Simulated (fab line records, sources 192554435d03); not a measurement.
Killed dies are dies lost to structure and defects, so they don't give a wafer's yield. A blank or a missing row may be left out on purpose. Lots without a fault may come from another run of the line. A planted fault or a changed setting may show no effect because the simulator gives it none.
fab line records | flow n5_finfet
record lots=7 wafers=21 last_day=19
route steps=1938 shown BEOL_M12@1611 PASSIVATION@1936
lots that met no fault: from a run of the same line without faults
start_h: hours from the record's first day to the start of the lot's first wafer shown | wait_h: hours since the lot's step before | " the same as in the row above | L1.1+2: a row that stands for several wafers | - no value, or no start given | * or withheld: withheld | < > ~ a bound
route shown NAME@n: a module of which the file shows steps, and the number in the route of the first | usual: mean/standard deviation of fault-free wafers | same: alike in all rows | chamber/n: place in a boat | sites: the reading at each site | _std_site: their standard deviation | _edge_site: outer sites' mean less inner sites' | radius_mm: how far each site lies from the wafer's centre | mask NAME#n: copy n | behind: the tool/chamber that last shaped the wafer | hold: why the lot was held/for how many hours/how that ended | device: the transistor (n, p or np) that didn't switch | end of line: the same wafers' tests at the end of the route | a step without rows: its recipe alone | killed: dies lost to structure and defects at the first sort, not the wafer's yield | map: a wafer's dies, x killed, . not, _ none there
set.NAME: the setting as run; set.NAME@STEP: as run at that earlier step | model.NAME: the simulator's own value behind a step, which no gauge read
lots at some steps of the route; a table a step, a row a wafer
services: from which hour (start_h, from the record's first day; less than 0 if before it) a tool's chamber was out of use, for how many hours, and why
## steps
# step N5_BEOL_M12_HARDBAKE_14
# recipe temp_c=130 time_s=120
# step N5_BEOL_M12_CD_MEAS_10
# recipe target_cd_nm=140 landing_energy_ev=500 detector=se_inlens polarity=opening
# usual cd_nm=139.8/1.1
# columns lot.wafer tool chamber start_h wait_h cd_nm
L892.2 cd_sem-02 0 280.20 - 140.1
L892.3 " 0 " " 140.5
L892.5 " 0 " " 141.0
L894.2 cd_sem-01 0 288.75 - 141.1
L894.4 " 0 " " 139.1
L894.6 " 0 " " 140.7
L902.3 cd_sem-02 0 369.35 - 137.8
L902.5 " 0 " " 138.2
L902.6 " 0 " " 138.0
L901.2 cd_sem-02 0 371.56 - 139.3
L901.3 " 0 " " 138.8
L901.5 " 0 " " 139.5
L904.1 cd_sem-02 0 376.42 - 139.2
L904.4 " 0 " " 138.5
L904.5 " 0 " " 138.4
L907.1 cd_sem-03 0 395.68 - 139.0
L907.2 " 0 " " 139.4
L907.6 " 0 " " 139.7
L909.1 cd_sem-01 0 415.30 - 140.7
L909.2 " 0 " " 138.8
L909.3 " 0 " " 141.5
# step N5_BEOL_M12_OVL_MEAS_11
# recipe points_per_wafer=44
# usual V11_OVL=4/4.8
# columns lot.wafer tool chamber start_h wait_h V11_OVL[nm]
L892.2 overlay-02 0 280.23 0.0 3
L892.3 " 0 " " 12
L892.5 " 0 " " 6
L894.2 overlay-02 0 288.78 0.0 10
L894.4 " 0 " " 10
L894.6 " 0 " " 9
L902.3 overlay-02 0 369.38 0.0 8
L902.5 " 0 " " 2
L902.6 " 0 " " 2
L901.2 overlay-01 0 371.59 0.0 9
L901.3 " 0 " " 5
L901.5 " 0 " " 6
L904.1 overlay-02 0 376.45 0.0 -3
L904.4 " 0 " " -4
L904.5 " 0 " " -1
L907.1 overlay-02 0 395.71 0.0 2
L907.2 " 0 " " 6
L907.6 " 0 " " 8
L909.1 overlay-02 0 415.33 0.0 8
L909.2 " 0 " " 8
L909.3 " 0 " " 9
# step N5_BEOL_M12_INSPECT_12
# recipe mode=adi inspect_instrument=macro
# usual raw_defect_count=2.2/1.6
# columns lot.wafer tool chamber start_h wait_h raw_defect_count
L892.2 defect_inspect-02 - 280.25 0.0 1
L892.3 " - " " 4
L892.5 " - " " 1
L894.2 defect_inspect-02 - 288.81 0.0 2
L894.4 " - " " 6
L894.6 " - " " 1
L902.3 defect_inspect-02 - 369.40 0.0 3
L902.5 " - " " 3
L902.6 " - " " 3
L901.2 defect_inspect-01 - 371.61 0.0 2
L901.3 " - " " 2
L901.5 " - " " 3
L904.1 defect_inspect-01 - 376.47 0.0 2
L904.4 " - " " 3
L904.5 " - " " 1
L907.1 defect_inspect-01 - 395.73 0.0 6
L907.2 " - " " 0
L907.6 " - " " 1
L909.1 defect_inspect-01 - 415.35 0.0 1
L909.2 " - " " 1
L909.3 " - " " 0
# step N5_BEOL_M12_DESCUM_15
# recipe chemistry=O2 time_s=7.9 source_power_w=50 bias_power_w=20 pressure_mtorr=20 rf_frequency_hz=2.712e+07 temp_c=40 o2_flow_sccm=225
# usual drypump_motor_current_A=5.8/0.54 oes_product_au=0.78/0.073 rf_vpp_V=243.0/1.1 showerhead_plenum_p_Torr=2.09/0.053 temp_c=40.02/0.12 throttle_valve_pct=20.51/0.25
# columns lot.wafer tool chamber start_h wait_h drypump_motor_current_A oes_product_au rf_hours_counter_h rf_vpp_V showerhead_plenum_p_Torr temp_c throttle_valve_pct
L892.2 rie_diel-01 1 280.28 0.0 5.6 0.73 207 242.6 2.08 40.04 20.74
L892.3 " 0 " " 6.5 0.83 90 242.2 2.03 40.17 20.39
L892.5 " 0 " " 6.5 0.82 - 242.3 2.03 40.12 20.39
L894.2 rie_diel-05 0 288.89 0.1 5.7 0.78 110 245.2 2.20 40.07 20.58
L894.4 " 3 " " 6.0 0.77 128 241.1 2.01 39.94 20.65
L894.6 " 2 " " 6.1 0.70 - 243.9 2.16 40.24 20.79
L902.3 rie_diel-01 3 369.43 0.0 5.2 0.70 197 244.1 2.07 40.18 20.82
L902.5 " 0 " " 6.5 0.78 - 243.1 2.02 39.97 20.42
L902.6 " 1 " " 5.6 0.71 - 242.2 2.07 39.94 20.78
L901.2 rie_diel-04 3 371.65 0.0 5.5 0.82 83 244.3 2.11 39.96 20.34
L901.3 " 0 " " 6.2 0.84 54 244.7 2.12 40.04 20.28
L901.5 " 3 " " 5.5 0.82 - 244.6 2.11 40.01 20.33
L904.1 rie_diel-04 3 376.51 0.0 5.5 0.83 84 242.4 2.11 39.73 20.35
L904.4 " 2 " " 5.6 0.66 243 242.8 2.06 40.25 20.79
L904.5 " 2 " " 5.5 0.66 - 243.8 2.06 40.03 20.79
L907.1 rie_diel-04 2 395.76 0.0 5.5 0.67 248 242.8 2.06 40.08 20.80
L907.2 " 3 " " 5.5 0.82 91 243.3 2.11 40.07 20.35
L907.6 " 2 " " 5.5 0.65 - 242.8 2.06 39.93 20.81
L909.1 rie_diel-01 0 415.45 0.1 6.5 0.77 138 241.3 2.01 40.01 20.46
L909.2 " 3 " " 5.2 0.69 213 243.7 2.07 40.05 20.84
L909.3 " 2 " " 5.0 0.84 66 245.1 2.12 40.14 20.14
# step N5_BEOL_M12_ETCH_59
# recipe chemistry=N2/H2 target=BARC target_depth_a=890 overetch_a=267 time_s=67.9 ion_energy_ev=200 pressure_mtorr=30 source_w=840 bias_w=150 n2_flow_sccm=200 h2_flow_sccm=200
# usual drypump_motor_current_A=5.8/0.54 oes_product_au=0.67/0.057 rf_vpp_V=523.7/2.1 showerhead_plenum_p_Torr=2.54/0.064 throttle_valve_pct=17.97/0.27
# columns lot.wafer tool chamber start_h wait_h drypump_motor_current_A oes_product_au rf_hours_counter_h rf_vpp_V showerhead_plenum_p_Torr throttle_valve_pct
L892.2 rie_diel-01 1 280.32 0.0 5.6 0.62 207 523.5 2.52 18.20
L892.3 " 0 " " 6.5 0.70 90 520.6 2.47 17.86
L892.5 " 0 " " 6.5 0.70 - 522.5 2.47 17.85
L894.2 rie_diel-05 0 288.93 0.0 5.7 0.67 110 528.2 2.67 18.09
L894.4 " 3 " " 6.0 0.67 128 520.9 2.44 18.05
L894.6 " 2 " " 6.1 0.60 - 525.3 2.61 18.21
L902.3 rie_diel-01 3 369.47 0.0 5.2 0.61 197 523.1 2.53 18.31
L902.5 " 0 " " 6.5 0.67 - 521.4 2.46 17.91
L902.6 " 1 " " 5.6 0.60 - 524.1 2.51 18.22
L901.2 rie_diel-04 3 371.68 0.0 5.5 0.70 83 525.4 2.58 17.92
L901.3 " 0 " " 6.2 0.71 54 524.5 2.58 17.68
L901.5 " 3 " " 5.5 0.70 - 523.1 2.58 17.92
L904.1 rie_diel-04 3 376.54 0.0 5.5 0.70 84 524.8 2.58 17.90
L904.4 " 2 " " 5.5 0.58 243 522.3 2.50 18.32
L904.5 " 2 " " 5.5 0.58 - 523.2 2.50 18.30
L907.1 rie_diel-04 2 395.80 0.0 5.6 0.57 248 523.8 2.50 18.32
L907.2 " 3 " " 5.5 0.69 91 524.2 2.57 17.93
L907.6 " 2 " " 5.6 0.57 - 522.4 2.50 18.32
L909.1 rie_diel-01 0 415.48 0.0 6.5 0.66 138 519.0 2.45 17.93
L909.2 " 3 " " 5.2 0.60 213 523.7 2.53 18.34
L909.3 " 2 " " 5.0 0.72 66 524.4 2.57 17.49
# step N5_BEOL_M12_VIA_ETCH_16
# recipe chemistry=C4F8/O2/Ar target=SiOC pressure_mtorr=30 source_w=3000 bias_w=700 Ar_flow_sccm=400 C4F8_flow_sccm=15 O2_flow_sccm=8 he_inner_torr=15 he_outer_torr=30 target_depth_a=7248 time_s=withheld ion_energy_ev=250 ends=cleared
# usual drypump_motor_current_A=5.8/0.54 oes_product_au=0.70/0.064 rf_vpp_V=665.4/2.4 showerhead_plenum_p_Torr=3.41/0.078 throttle_valve_pct=24.29/0.23
# columns lot.wafer tool chamber start_h wait_h drypump_motor_current_A oes_product_au rf_vpp_V showerhead_plenum_p_Torr throttle_valve_pct
L892.2 rie_diel-01 1 280.37 0.0 5.6 0.66 665.0 3.39 24.41
L892.3 " 0 " " 6.5 0.74 661.7 3.33 24.23
L892.5 " 0 " " 6.5 0.74 663.5 3.33 24.23
L894.2 rie_diel-05 0 288.98 0.0 5.7 0.70 669.8 3.58 24.40
L894.4 " 3 " " 6.0 0.70 662.9 3.30 24.45
L894.6 " 2 " " 6.0 0.63 668.3 3.50 24.50
L902.3 rie_diel-01 3 369.52 0.0 5.2 0.63 665.3 3.39 24.59
L902.5 " 0 " " 6.5 0.71 662.7 3.32 24.25
L902.6 " 1 " " 5.7 0.64 665.2 3.37 24.46
L901.2 rie_diel-04 3 371.73 0.0 5.5 0.74 665.9 3.46 24.21
L901.3 " 0 " " 6.2 0.75 668.1 3.47 24.06
L901.5 " 3 " " 5.5 0.75 667.7 3.46 24.22
L904.1 rie_diel-04 3 376.59 0.0 5.5 0.75 666.0 3.46 24.23
L904.4 " 2 " " 5.5 0.60 664.2 3.38 24.62
L904.5 " 2 " " 5.6 0.60 665.4 3.38 24.62
L907.1 rie_diel-04 2 395.85 0.0 5.6 0.59 664.4 3.38 24.62
L907.2 " 3 " " 5.5 0.74 666.7 3.46 24.22
L907.6 " 2 " " 5.6 0.59 663.5 3.38 24.64
L909.1 rie_diel-01 0 415.53 0.0 6.5 0.69 661.3 3.31 24.29
L909.2 " 3 " " 5.2 0.63 662.8 3.38 24.61
L909.3 " 2 " " 5.0 0.77 666.4 3.47 23.91
# step N5_BEOL_M12_STRIP_63
# recipe chemistry=N2/H2 power_w=1000 temp_c=250 h2_frac=0.65 overash_fraction=0.3 pressure_mtorr=1000 n2_flow_sccm=1750 h2_flow_sccm=3250
# usual drypump_motor_current_A=5.77/0.11 heater_power_w=338/23 oes_product_au=0.693/0.0048 strip_time_to_endpoint_s=42.6/0.78 temp_c=250.01/0.2
# columns lot.wafer tool chamber start_h wait_h drypump_motor_current_A heater_power_w oes_product_au rf_hours_counter_h strip_time_to_endpoint_s temp_c
L892.2 plasma_asher-02 0 280.57 - 5.94 342 0.694 125 44.5 249.95
L892.3 " 0 " " 5.95 348 0.698 - 44.0 249.85
L892.5 " 0 " " 5.97 356 0.700 - 43.4 250.11
L894.2 plasma_asher-02 1 289.18 - 5.69 306 0.694 127 43.6 250.32
L894.4 " 0 " " 5.93 354 0.694 - 42.8 249.85
L894.6 " 0 " " 5.96 347 0.688 - 42.3 249.54
L902.3 plasma_asher-01 0 369.74 - 5.66 363 0.692 - 42.0 250.35
L902.5 " 1 " " 5.74 349 0.686 - 41.9 250.02
L902.6 " 0 " " 5.65 368 0.698 - 41.5 249.98
L901.2 plasma_asher-01 0 371.93 - 5.65 352 0.696 99 42.4 249.74
L901.3 " 1 " " 5.72 355 0.693 - 41.7 249.80
L901.5 " 1 " " 5.71 349 0.694 - 41.2 250.09
L904.1 plasma_asher-02 1 376.79 - 5.71 309 0.686 143 42.1 250.11
L904.4 " 0 " " 5.96 339 0.690 - 41.7 250.04
L904.5 " 0 " " 5.96 364 0.696 - 42.8 249.72
L907.1 plasma_asher-02 1 396.05 - 5.72 304 0.689 146 43.1 249.62
L907.2 " 0 " " 5.94 352 0.686 146 43.4 249.87
L907.6 " 0 " " 5.96 357 0.692 - 42.8 250.06
L909.1 plasma_asher-02 1 415.73 - 5.72 299 0.693 150 42.6 250.15
L909.2 " 0 " " 5.97 353 0.695 150 42.4 249.94
L909.3 " 1 " " 5.73 299 0.689 - 42.0 250.06
# step N5_BEOL_M12_STRIP_64
# recipe chemistry=N2/H2 power_w=1000 temp_c=250 h2_frac=0.65 overash_fraction=0.3 pressure_mtorr=withheld n2_flow_sccm=1750 h2_flow_sccm=3250
# usual drypump_motor_current_A=5.77/0.11 heater_power_w=339/24 oes_product_au=0.715/0.0045 strip_time_to_endpoint_s=31.32/0.071 temp_c=250.01/0.18
# columns lot.wafer tool chamber start_h wait_h drypump_motor_current_A heater_power_w oes_product_au rf_hours_counter_h strip_time_to_endpoint_s temp_c
L892.2 plasma_asher-02 0 280.63 0.0 5.93 346 0.717 125 31.09 250.04
L892.3 " 0 " " 5.96 346 0.727 - 31.27 249.78
L892.5 " 0 " " 5.95 351 0.706 - 31.28 250.08
L894.2 plasma_asher-02 1 289.24 0.0 5.74 294 0.718 127 31.54 250.10
L894.4 " 0 " " 5.98 353 0.710 - 31.41 249.94
L894.6 " 0 " " 5.94 351 0.720 - 31.48 250.31
L902.3 plasma_asher-01 0 369.80 0.0 5.65 348 0.712 - 31.31 250.08
L902.5 " 1 " " 5.73 348 0.711 - 31.28 250.18
L902.6 " 0 " " 5.67 353 0.715 - 31.27 250.07
L901.2 plasma_asher-01 0 371.99 0.0 5.67 365 0.715 99 31.21 250.11
L901.3 " 1 " " 5.73 343 0.714 - 31.30 250.08
L901.5 " 1 " " 5.71 347 0.708 - 31.24 250.00
L904.1 plasma_asher-02 1 376.85 0.0 5.73 307 0.724 143 31.29 249.93
L904.4 " 0 " " 5.92 343 0.715 - 31.29 250.52
L904.5 " 0 " " 5.92 351 0.717 - 31.34 250.23
L907.1 plasma_asher-02 1 396.11 0.0 5.75 308 0.712 146 31.28 249.98
L907.2 " 0 " " 5.94 348 0.705 146 31.33 249.99
L907.6 " 0 " " 5.93 349 0.712 - 31.30 250.13
L909.1 plasma_asher-02 1 415.79 0.0 5.72 302 0.713 150 31.31 250.04
L909.2 " 0 " " 5.93 352 0.712 150 31.36 249.93
L909.3 " 1 " " 5.71 290 0.723 - 31.36 249.69
# step N5_BEOL_M12_STRIP_71
# recipe chemistry=post_etch_residue_remover time_s=60 temp_c=25 remover_ph=withheld remover_water_wt_pct=withheld remover_fluoride_wt_pct=withheld
# step N5_BEOL_M12_SRD_72
# recipe time_s=30 temp_c=23 rinse_liquid=diw dry=n2_spin spin_rpm=1500 dry_time_s=30
# step N5_BEOL_M12_CD_MEAS_17
# recipe target_cd_nm=140 polarity=opening
# usual cd_nm=139.9/1.4
# columns lot.wafer tool chamber start_h wait_h cd_nm
L892.2 cd_sem-02 - 280.78 0.0 140.9
L892.3 " - " " 140.5
L892.5 " - " " 142.0
L894.2 cd_sem-01 - 289.39 0.0 141.2
L894.4 " - " " 138.0
L894.6 " - " " 140.7
L902.3 cd_sem-02 - 369.94 0.0 136.9
L902.5 " - " " 137.0
L902.6 " - " " 138.0
L901.2 cd_sem-02 - 372.15 0.0 139.5
L901.3 " - " " 138.6
L901.5 " - " " 139.1
L904.1 cd_sem-01 - 377.00 0.0 140.0
L904.4 " - " " 138.7
L904.5 " - " " 138.1
L907.1 cd_sem-02 - 396.26 0.0 138.7
L907.2 " - " " 140.1
L907.6 " - " " 139.8
L909.1 cd_sem-01 - 415.94 0.0 140.7
L909.2 " - " " 138.6
L909.3 " - " " 143.1
# step N5_BEOL_M12_COAT_65
# recipe resist=SOC temp_c=250 time_s=60 spin_rpm=1500 resist_thk_nm=300
# usual heater_power_total_W=500.4/1.9 plate_temp_C=250.04/0.19 spin_speed_rpm=1499.9/1.1
# columns lot.wafer tool chamber start_h wait_h heater_power_total_W plate_temp_C spin_speed_rpm model.SOC_of_BEOL_M12_COAT_65.thk_nm
L892.2 litho_track-02 0 280.81 0.0 500.9 250.40 1500.6 300.4
L892.3 " 0 " " 500.3 250.26 1500.8 301.2
L892.5 " 0 " " 503.1 250.34 1498.8 300.6
L894.2 litho_track-03 0 289.42 0.0 498.4 249.86 1499.6 300.4
L894.4 " 0 " " 498.7 250.04 1498.0 300
L894.6 " 0 " " 502.2 250.09 1499.8 299.4
L902.3 litho_track-03 0 369.97 0.0 500.6 249.85 1765.4 277
L902.5 " 0 " " 498.4 249.97 1766.9 275.8
L902.6 " 0 " " 499.9 249.54 1766.2 276.2
L901.2 litho_track-03 0 372.18 0.0 500.2 250.23 1766.3 275.6
L901.3 " 0 " " 501.1 250.03 1765.2 276.2
L901.5 " 0 " " 500.3 250.14 1763.5 276
L904.1 litho_track-03 0 377.04 0.0 503.0 250.00 1763.6 276.2
L904.4 " 0 " " 498.0 250.05 1764.1 276.2
L904.5 " 0 " " 503.0 250.18 1764.6 276.2
L907.1 litho_track-02 0 396.29 0.0 503.2 250.01 1498.9 300.8
L907.2 " 0 " " 497.6 250.11 1500.0 301.4
L907.6 " 0 " " 499.2 249.88 1498.9 301.2
L909.1 litho_track-04 0 415.98 0.0 498.6 249.93 1499.6 301.6
L909.2 " 0 " " 498.6 249.61 1501.2 302
L909.3 " 0 " " 503.3 250.06 1502.1 300.6
# step N5_BEOL_M12_COAT_66
# recipe resist=SiARC temp_c=220 time_s=60 spin_rpm=1500 resist_thk_nm=110
# step N5_PASSIVATION_PROBE_49
# usual defect_limited_yield=91.6/1.6 killed_at_M0_to_M3=32/9.7 killed_at_M4_up=13/4.4 killed_at_contacts=12/6.5 killed_at_front_end=38/12 killed_at_other=3.7/3 killed_dies=99/18 killed_open=66/14 killed_short=32/7.5 sort_bin_5_function=4.9/1 sort_bin_6_memory=3.2/0.73 sort_n_pass=1081/18 sort_yield_pct=91.6/1.6
# same gross_dies=1180 killed_at_back_side=0 sort_bin_4_leakage[%]=0 sort_bin_8_speed[%]=0
# columns lot.wafer tool chamber start_h wait_h defect_limited_yield[%] killed_at_M0_to_M3 killed_at_M4_up killed_at_contacts killed_at_front_end killed_at_other killed_dies killed_open killed_short sort_bin_5_function[%] sort_bin_6_memory[%] sort_n_pass sort_yield_pct[%]
L904.4 prober-01 - 419.44 0.2 92.5 31 12 7 36 3 89 61 26 4.7 2.6 1091 92.5
L904.5 prober-01 - 419.49 0.2 94.4 20 9 11 22 4 66 43 23 3.0 2.4 1114 94.4
L907.1 prober-01 - 430.84 0.0 92.3 33 20 3 33 2 91 55 33 5.0 2.5 1089 92.3
L907.2 prober-01 - 430.89 0.1 90.8 36 14 14 41 3 108 71 35 5.2 3.6 1072 90.8
L907.6 prober-01 - 431.09 0.3 91.2 27 18 16 35 8 104 69 32 5.6 3.1 1076 91.2
L909.1 prober-02 - 455.22 0.0 91.1 22 14 6 59 4 105 65 38 5.3 3.1 1075 91.1
L909.2 prober-02 - 455.27 0.1 91.8 32 9 11 37 8 97 67 29 4.5 3.3 1083 91.8
L909.3 prober-02 - 455.32 0.1 91.9 26 15 14 38 2 95 64 30 4.8 2.9 1085 91.9
# killed by level:class
L904.4 BEOL_M3:geometric_particle:open=9 FIN_SAQP:geometric_particle:open=8 FIN_SAQP:geometric_particle:short=7 BEOL_M0_SAQP:geometric_particle:open=7 MOL_CONTACT_COAG:geometric_particle:open=5 BEOL_M2:geometric_particle:open=5 ILD0:geometric_particle:short=4 BEOL_M0_SAQP:geometric_particle:short=4
L904.5 MOL_CONTACT_COAG:geometric_particle:open=9 DUMMY_GATE:geometric_particle:open=4 BEOL_M0_SAQP:geometric_particle:open=4 BEOL_M2:geometric_particle:open=4 BEOL_M3:geometric_particle:open=4 FIN_SAQP:geometric_particle:open=3 STI_FIN_REVEAL:geometric_particle:open=3 GATE_CUT:geometric_particle:short=3
L907.1 BEOL_M1:geometric_particle:open=9 BEOL_M4:geometric_particle:open=8 BEOL_M0_SAQP:geometric_particle:short=8 BEOL_M3:geometric_particle:open=7 STI_FIN_REVEAL:geometric_particle:open=6 BEOL_M0_SAQP:geometric_particle:open=6 FIN_SAQP:geometric_particle:short=4 GATE_CUT:geometric_particle:open=4
L907.2 STI_FIN_REVEAL:geometric_particle:open=11 BEOL_M1:geometric_particle:open=10 MOL_CONTACT_COAG:geometric_particle:open=9 BEOL_M4:geometric_particle:open=7 BEOL_M0_SAQP:geometric_particle:short=6 BEOL_M3:geometric_particle:open=6 BEOL_M0_SAQP:geometric_particle:open=5 MOL_CONTACT_COAG:geometric_particle:short=5
L907.6 MOL_CONTACT_COAG:geometric_particle:open=14 BEOL_M3:geometric_particle:open=10 FIN_SAQP:geometric_particle:short=9 BEOL_M4:geometric_particle:open=7 FIN_SAQP:geometric_particle:open=6 STARTING-WAFER:geometric_particle:open=5 STI_FIN_REVEAL:geometric_particle:open=4 BEOL_M0_SAQP:geometric_particle:open=4
L909.1 STI_FIN_REVEAL:geometric_particle:open=15 DUMMY_GATE:geometric_particle:open=10 FIN_SAQP:geometric_particle:short=7 BEOL_M3:geometric_particle:open=7 GATE_CUT:geometric_particle:short=6 STARTING-WAFER:geometric_particle:short=6 MOL_CONTACT_COAG:geometric_particle:open=5 FIN_SAQP:geometric_particle:open=4
L909.2 MOL_CONTACT_COAG:geometric_particle:open=11 DUMMY_GATE:geometric_particle:open=9 BEOL_M3:geometric_particle:open=7 STI_FIN_REVEAL:geometric_particle:open=6 GATE_CUT:geometric_particle:short=5 BEOL_M2:geometric_particle:open=5 FIN_SAQP:geometric_particle:short=4 BEOL_M0_SAQP:geometric_particle:short=4
L909.3 FIN_SAQP:geometric_particle:open=8 MOL_CONTACT_COAG:geometric_particle:open=8 FIN_SAQP:geometric_particle:short=6 MOL_CONTACT_COAG:geometric_particle:short=6 BEOL_M0_SAQP:geometric_particle:open=6 BEOL_M1:geometric_particle:open=6 STI_FIN_REVEAL:geometric_particle:open=5 DUMMY_GATE:geometric_particle:open=5
## services
# columns tool chamber start_h hours kind
litho_track-02 - 267.81 - consumable_replace:filter
plasma_asher-02 - 274.21 1.6 repair
plasma_asher-02 - 281.37 1.8 repair
rie_diel-04 2 287.32 7.5 repair
rie_diel-04 2 308.08 5.8 repair
rie_diel-05 2 313.06 5.9 repair
plasma_asher-02 - 313.19 5.1 repair
rie_diel-04 2 326.28 1.8 repair
rie_diel-05 2 352.26 - clean
rie_diel-05 2 352.26 - consumable_replace:focus_ring
rie_diel-05 2 352.26 21.1 scheduled_down
rie_diel-05 2 352.26 21.1 vent_cycle
litho_track-03 - 386.17 - consumable_replace:filter
rie_diel-04 2 401.84 - clean
rie_diel-04 2 401.84 - consumable_replace:focus_ring
rie_diel-04 2 401.84 26.5 scheduled_down
rie_diel-04 2 401.84 26.5 vent_cycle
litho_track-04 - 405.45 - consumable_replace:filter
rie_diel-01 1 406.85 - clean
rie_diel-01 1 406.85 - consumable_replace:focus_ring
rie_diel-01 1 406.85 20.1 scheduled_down
rie_diel-01 1 406.85 20.1 vent_cycle
rie_diel-05 - 414.47 4.0 pm
## key
first_sign step=N5_BEOL_M12_COAT_65 reading=spin_speed_rpm direction=up sigmas=99+ usual=* struck=*
effect none on later readings
model_effect step=N5_BEOL_M12_COAT_65 value=SOC_of_BEOL_M12_COAT_65.thk_nm without=299.6 struck=276.2
met_at N5_BEOL_M12_COAT_65
struck_wafers L901.2,L901.3,L901.5,L902.3,L902.5,L902.6,L904.1,L904.4,L904.5
onset_between 289.42 369.97
fault kind=process_parameter_drift tool=litho_track-03 chamber=- onset_h=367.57 steps=N5_BEOL_M12_COAT_65 channel=spin_rpm offset=* shape=step end_h=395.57 acts_in=* stated=*
